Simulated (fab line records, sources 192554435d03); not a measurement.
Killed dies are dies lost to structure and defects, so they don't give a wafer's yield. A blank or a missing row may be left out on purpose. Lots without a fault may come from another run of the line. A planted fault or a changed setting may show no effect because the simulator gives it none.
Chamber matching | flow n5_finfet | N5_MIM_TOP_ETCH_STRIP_01 on rie_diel-02: 4 sister chambers
The step strips in O2. 4 wafers are shown with their chamber, then 10 later ones without.

WAFERS WITH THEIR CHAMBER
wafer  | chamber | drypump_motor_current_A (A)
L078.4 | 3       | 5.8
L084.6 | 1       | 5.8
L088.1 | 0       | 6.7
L088.2 | 2       | 5.7

WAFERS WITHOUT THEIR CHAMBER
wafer  | drypump_motor_current_A (A)
L088.3 | 5.7
L089.2 | 5.7
L089.4 | 5.7
L089.6 | 6.7
L091.1 | 6.6
L091.2 | 5.7
L091.4 | 5.7
L093.1 | 5.8
L093.5 | 5.8
L093.6 | 6.7

WHICH CHAMBER EACH WENT THROUGH
wafer  | from the rows above     | in truth
L088.3 | 2                       | 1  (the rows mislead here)
L089.2 | 2                       | 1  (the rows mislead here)
L089.4 | 2                       | 2
L089.6 | 0                       | 0
L091.1 | 0                       | 0
L091.2 | 2                       | 2
L091.4 | 2                       | 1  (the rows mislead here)
L093.1 | can't be placed: 1 or 3 | 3
L093.5 | can't be placed: 1 or 3 | 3
L093.6 | 0                       | 0
Placed correctly: 5 of 10. Can't be placed from these rows: 2 (the true chamber is among the candidates in 2). Placed wrongly: 3.
How it was worked out, from the rows above alone: a wafer's distance from a chamber is the root of the sum, over the readings, of the square of ((its reading less the chamber's mean) divided by the reading's scatter). The wafer belongs to the nearest chamber; if the next one is less than 2 further off, it can't be placed. A chamber's mean is the mean of its shown wafers. The scatter: with one shown wafer a chamber, the root of the mean of the squares of how far each hidden wafer lies from its nearest shown one.
